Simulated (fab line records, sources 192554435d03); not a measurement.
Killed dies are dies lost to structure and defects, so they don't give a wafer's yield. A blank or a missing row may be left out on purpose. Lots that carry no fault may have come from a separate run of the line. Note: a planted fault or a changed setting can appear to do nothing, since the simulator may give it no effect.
Chamber matching || flow n5Finfet || cmp-01 running N5_BEOL_M8_CMP_52: 4 sister chambers
The step polishes, stops on SiCOH lowk, t overpolish 6.9 s, target thk 80 nm. 16 wafers are shown with their chamber, then 8 later ones without.

WAFERS PAIRED WITH THEIR CHAMBERS
{"wafer": "L075.2", "chamber": 3, "motorCurrentA (A)": 4.6, "timeToEndpointS (s)": 60.1, "edgeZonePressureFrac": 1.001}
{"wafer": "L075.5", "chamber": 3, "motorCurrentA (A)": 4.9, "timeToEndpointS (s)": 60.1, "edgeZonePressureFrac": 0.998}
{"wafer": "L075.6", "chamber": 0, "motorCurrentA (A)": 5.4, "timeToEndpointS (s)": 59.3, "edgeZonePressureFrac": 1.010}
{"wafer": "L080.3", "chamber": 2, "motorCurrentA (A)": 5.6, "timeToEndpointS (s)": 64.0, "edgeZonePressureFrac": 1.004}
{"wafer": "L080.4", "chamber": 0, "motorCurrentA (A)": 5.4, "timeToEndpointS (s)": 65.0, "edgeZonePressureFrac": 1.003}
{"wafer": "L080.5", "chamber": 1, "motorCurrentA (A)": 5.9, "timeToEndpointS (s)": 61.2, "edgeZonePressureFrac": 1.006}
{"wafer": "L077.3", "chamber": 3, "motorCurrentA (A)": 4.7, "timeToEndpointS (s)": 62.8, "edgeZonePressureFrac": 1.002}
{"wafer": "L077.5", "chamber": 2, "motorCurrentA (A)": 5.6, "timeToEndpointS (s)": 64.5, "edgeZonePressureFrac": 1.016}
{"wafer": "L077.6", "chamber": 1, "motorCurrentA (A)": 6.0, "timeToEndpointS (s)": 69.8, "edgeZonePressureFrac": 0.998}
{"wafer": "L079.3", "chamber": 1, "motorCurrentA (A)": 5.6, "timeToEndpointS (s)": 65.9, "edgeZonePressureFrac": 1.002}
{"wafer": "L079.4", "chamber": 2, "motorCurrentA (A)": 5.8, "timeToEndpointS (s)": 62.6, "edgeZonePressureFrac": 0.998}
{"wafer": "L079.6", "chamber": 3, "motorCurrentA (A)": 4.8, "timeToEndpointS (s)": 62.5, "edgeZonePressureFrac": 1.005}
{"wafer": "L081.1", "chamber": 0, "motorCurrentA (A)": 5.5, "timeToEndpointS (s)": 64.4, "edgeZonePressureFrac": 1.000}
{"wafer": "L081.5", "chamber": 1, "motorCurrentA (A)": 5.7, "timeToEndpointS (s)": 68.4, "edgeZonePressureFrac": 0.997}
{"wafer": "L081.6", "chamber": 2, "motorCurrentA (A)": 6.1, "timeToEndpointS (s)": 64.7, "edgeZonePressureFrac": 1.016}
{"wafer": "L086.1", "chamber": 0, "motorCurrentA (A)": 5.2, "timeToEndpointS (s)": 65.5, "edgeZonePressureFrac": 1.003}

SIGNATURES (means of the wafers above)
{"reading": "motorCurrentA", "chamber 0": 5.375, "chamber 1": 5.800, "chamber 2": 5.775, "chamber 3": 4.750, "scatter within a chamber": 0.174}
{"reading": "timeToEndpointS", "chamber 0": 63.550, "chamber 1": 66.325, "chamber 2": 63.950, "chamber 3": 61.375, "scatter within a chamber": 2.53}
{"reading": "edgeZonePressureFrac", "chamber 0": 1.00400, "chamber 1": 1.00075, "chamber 2": 1.00850, "chamber 3": 1.00150, "scatter within a chamber": 0.00557}
Rule: a wafer's distance from a chamber is the root of the sum, over the readings, of the square of ((its reading less the chamber's mean) divided by the reading's scatter). If the next closest chamber is less than 2 further off than the closest, the wafer can't be placed; otherwise it belongs to the closest. The scatter: the root of (the sum of the squares of (reading less its chamber's mean) over the shown wafers, divided by (wafers less chambers)).

WAFERS MISSING THEIR CHAMBER
{"wafer": "L086.3", "motorCurrentA (A)": 4.9, "timeToEndpointS (s)": 63.0, "edgeZonePressureFrac": 1.001}
{"wafer": "L086.5", "motorCurrentA (A)": 5.9, "timeToEndpointS (s)": 64.8, "edgeZonePressureFrac": 0.997}
{"wafer": "L090.1", "motorCurrentA (A)": 5.7, "timeToEndpointS (s)": 61.7, "edgeZonePressureFrac": 0.994}
{"wafer": "L090.2", "motorCurrentA (A)": 5.4, "timeToEndpointS (s)": 64.2, "edgeZonePressureFrac": 0.994}
{"wafer": "L090.5", "motorCurrentA (A)": 5.4, "timeToEndpointS (s)": 64.5, "edgeZonePressureFrac": 0.995}
{"wafer": "L091.2", "motorCurrentA (A)": 5.1, "timeToEndpointS (s)": 63.5, "edgeZonePressureFrac": 1.000}
{"wafer": "L091.3", "motorCurrentA (A)": 4.9, "timeToEndpointS (s)": 57.4, "edgeZonePressureFrac": 1.000}
{"wafer": "L091.6", "motorCurrentA (A)": 5.9, "timeToEndpointS (s)": 62.6, "edgeZonePressureFrac": 0.994}

THE CHAMBER EACH PASSED THROUGH
{"wafer": "L086.3", "from the rows above": "can't be placed: 3 or 0", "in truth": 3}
{"wafer": "L086.5", "from the rows above": "can't be placed: 1 or 2", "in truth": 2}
{"wafer": "L090.1", "from the rows above": "can't be placed: 1 or 0 or 2", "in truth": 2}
{"wafer": "L090.2", "from the rows above": "can't be placed: 0 or 1 or 2", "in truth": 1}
{"wafer": "L090.5", "from the rows above": "can't be placed: 0 or 1 or 2", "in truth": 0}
{"wafer": "L091.2", "from the rows above": "can't be placed: 0 or 3", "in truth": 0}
{"wafer": "L091.3", "from the rows above": "can't be placed: 3 or 0", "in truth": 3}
{"wafer": "L091.6", "from the rows above": "can't be placed: 1 or 2 or 0", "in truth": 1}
Placed correctly: 0 of 8. Can't be placed from these rows: 8 (the true chamber is among the candidates in 8). Placed wrongly: 0.
